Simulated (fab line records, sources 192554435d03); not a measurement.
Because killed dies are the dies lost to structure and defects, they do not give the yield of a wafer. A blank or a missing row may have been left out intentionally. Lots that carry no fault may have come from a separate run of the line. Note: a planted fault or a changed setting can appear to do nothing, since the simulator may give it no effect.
Struck lot and sound lot, side by side :: flow n5 finfet :: 14 steps out of a route of 1938
Sound: wafers L806.2, L806.3, L806.5. Struck: wafers L814.2, L814.5, L814.6. The cause comes at the end.
At each step with rows: each side's tool, then ch and its chambers, then its first start. Under that, the readings that differ: sound wafers :: struck wafers :: difference of the means :: sigmas: that difference in standard deviations of wafers without a fault.
alike: words and numbers the same on both sides, and readings whose means are apart by under 2 such deviations; not compared: readings that were withheld, readings missing a value for some wafer, numbers with overlapping values and no deviation given by the record, and bounds like >300 which may hide the same value.
The two part at a step that has a row with sigmas, a row that says differs or no value, or rows on one side only. Numbers that don't overlap but have no deviation are shown without sigmas and don't part them. A reading that every wafer of one side lacks parts them only if that side has two wafers or more.

first, 2 steps without rows for these wafers: N5_BEOL_M3_STRIP_65 (strips in N2/H2); N5_BEOL_M3_STRIP_75 (strips in N2/H2).
N5_BEOL_M3_STRIP_66: strips in CF4.
  sound on rie diel-03 ch 2,3, day 7 04:47; struck on rie diel-03 ch 0,1,3, day 9 05:20
  alike: drypump motor current A, oes product au, rf vpp V, showerhead plenum p Torr, throttle valve pct
  not compared: rf hours counter h
N5_BEOL_M3_HM_OPEN_17: chemistry Cl2/BCl3, target TiN, target depth 20 nm, overetch 6 nm.
  sound on rie metal-02 ch 1, day 7 04:50; struck on rie metal-01 ch 0, day 9 05:24
reading: drypump motor current A (A)
sound: 6.3 6.3 6.3
struck: 5.2 5.2 5.2
difference: -1.1
sigmas: -3

reading: throttle valve pct (%)
sound: 21.59 21.57 21.59
struck: 22.29 22.28 22.28
difference: +0.70
sigmas: +3
  alike: he backside leak sccm, mfc ar sccm, oes product au
  not compared: rf hours counter h
N5_BEOL_M3_STRIP_19: strips in O2.
  sound on rie diel-04 ch 1,3, day 7 04:56; struck on rie diel-04 ch 0,1,3, day 9 05:34
  alike: drypump motor current A, oes product au, rf vpp V, showerhead plenum p Torr, throttle valve pct
  not compared: rf hours counter h
N5_BEOL_M3_CD_MEAS_18: pitch 36 nm, target cd 18 nm.
  sound: cd sem-01 at day 7 05:01; struck: cd sem-03 at day 9 05:39
  alike: cd nm
then, 6 steps without rows for these wafers: N5_BEOL_M3_COAT_67 (time 60 s, resist thk 60 nm); N5_BEOL_M3_COAT_68 (time 60 s, resist thk 12 nm); N5_BEOL_M3_COAT_76 (time 60 s, resist thk 5 nm); N5_BEOL_M3_COAT_22 (resist thk 30 nm); N5_BEOL_M3_EBR_24; N5_BEOL_M3_SOFTBAKE_23 (time 60 s).
N5_BEOL_M3_EXPOSE_25: exposes mask V2, defocus 5 nm.
  struck on euv scanner-01, day 9 05:57; sound on euv scanner-01 ch 0, day 7 05:11
  no value came back on the struck wafers for dipole opening deg (degrees), exposure dose mJ cm2; on the sound wafers dipole opening deg (degrees) reads 30 30 30
  alike: mask
then, 1 step without rows for these wafers: N5_BEOL_M3_PEB_26 (peb time 60 s).

## WHERE THEY PART
Earliest at N5_BEOL_M3_HM_OPEN_17; latest, in this record, at N5_BEOL_M3_EXPOSE_25.

WHY: what had been put in by the simulator
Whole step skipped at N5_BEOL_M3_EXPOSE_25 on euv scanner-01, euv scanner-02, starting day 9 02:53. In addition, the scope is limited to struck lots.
